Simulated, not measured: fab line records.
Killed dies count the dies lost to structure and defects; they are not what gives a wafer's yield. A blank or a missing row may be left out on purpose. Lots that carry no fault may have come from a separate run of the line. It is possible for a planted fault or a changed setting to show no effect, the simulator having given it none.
Split-lot experiment ; flow n5 finfet ; 21 wafers read from 7 lots, route of 1938 steps

== ABOUT THE SPLIT ==
At N5_BEOL_M4_COAT_62 (time 60 s, resist thk 12 nm), the setting spin rpm was moved away from the recipe's 1500 rpm on 5 of the 21 wafers read, by -8.6% to -4.8%. For the rest of the wafers, this setting stayed at what the recipe calls for.

== FROM THE SPLIT TO THE READING: what the file shows between them, 4 steps ==
- N5_BEOL_M4_COAT_73: time 60 s, resist thk 5 nm
- N5_BEOL_M4_COAT_05: resist thk 30 nm
- N5_BEOL_M4_DESCUM_16: chemistry O2, time 7 s
- N5_BEOL_M4_ETCH_74: etches underlayer in N2/H2, target depth 6.5 nm, time 5.2 s

== THE READING ==
etch.depth nm (the simulator's own value, which no gauge read), in nm, at N5_BEOL_M4_ETCH_63 (etches SiARC in CF4, target depth 15.6 nm, time 26 s). The file gives no usual value for it. The 16 wafers here that ran the recipe average 11.98 nm, standard deviation 0.033 nm.

wafer;tool, chamber at the split;spin rpm as run, rpm;against the recipe;etch.depth nm, nm;against lot-mates on the recipe
L077.2;litho track-05, 0;1500;recipe;11.91;-
L077.3;litho track-05, 0;1500;recipe;11.92;-
L077.6;litho track-05, 0;1412;-5.9%;12.27;+0.36
L081.1;litho track-04, 0;1500;recipe;12.04;-
L081.4;litho track-04, 0;1500;recipe;11.97;-
L081.5;litho track-04, 0;1500;recipe;11.96;-
L082.1;litho track-04, 0;1500;recipe;11.98;-
L082.5;litho track-04, 0;1500;recipe;11.98;-
L082.6;litho track-04, 0;1500;recipe;11.97;-
L089.1;litho track-04, 0;1371;-8.6%;12.52;+0.54
L089.3;litho track-04, 0;1371;-8.6%;12.55;+0.57
L089.5;litho track-04, 0;1500;recipe;11.98;-
L087.1;litho track-04, 0;1500;recipe;11.95;-
L087.4;litho track-04, 0;1500;recipe;11.98;-
L087.5;litho track-04, 0;1500;recipe;11.98;-
L091.1;litho track-04, 0;1500;recipe;12;-
L091.2;litho track-04, 0;1500;recipe;12.02;-
L091.6;litho track-04, 0;1500;recipe;12.02;-
L096.1;litho track-01, 0;1428;-4.8%;12.31;+0.33
L096.4;litho track-01, 0;1428;-4.8%;12.29;+0.31
L096.5;litho track-01, 0;1500;recipe;11.98;-

FIT RESULTS
A straight line over all 21 wafers: etch.depth nm changes by -0.0631 nm for each +1% of spin rpm; r = -0.98; the points scatter about the line by 0.036 nm.
The same after taking each lot's own level away (the mean of its wafers on the recipe; 21 wafers): -0.0643 nm for each +1%; r = -1.00; scatter 0.018 nm.
On that fit, the largest move of spin rpm shifts the reading by 0.55 nm.
Across the lots, their own levels run from 11.915 to 12.013 nm, a range of 3.0 times the standard deviation given above.
So the lot-to-lot level changes the slope little: the two slopes agree.
Check: +0.56 nm against its lot-mates is what the line predicts for one of the wafers moved furthest among these (-8.6%) when that wafer is left out of the fit. Against them it came out at +0.54 nm.

== THE WHOLE CHAIN: every reading that the file lists as answering this split, in the file's order ==
step;what it does;reading;change (the file's fit);r (the file's)
N5_BEOL_M4_COAT_62;time 60 s, resist thk 12 nm;SiARC_of_BEOL_M4_COAT_62.thk nm (the simulator's own value, which no gauge read);-0.0591 nm for each +1% of the setting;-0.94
N5_BEOL_M4_ETCH_63;etches SiARC in CF4, target depth 15.6 nm, time 26 s;etch.depth nm (the simulator's own value, which no gauge read);-0.064 nm for each +1% of the setting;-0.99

== THE FILE'S OWN FIT ==
etch.depth nm changes by -0.064 nm for each +1% of spin rpm, r = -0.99.
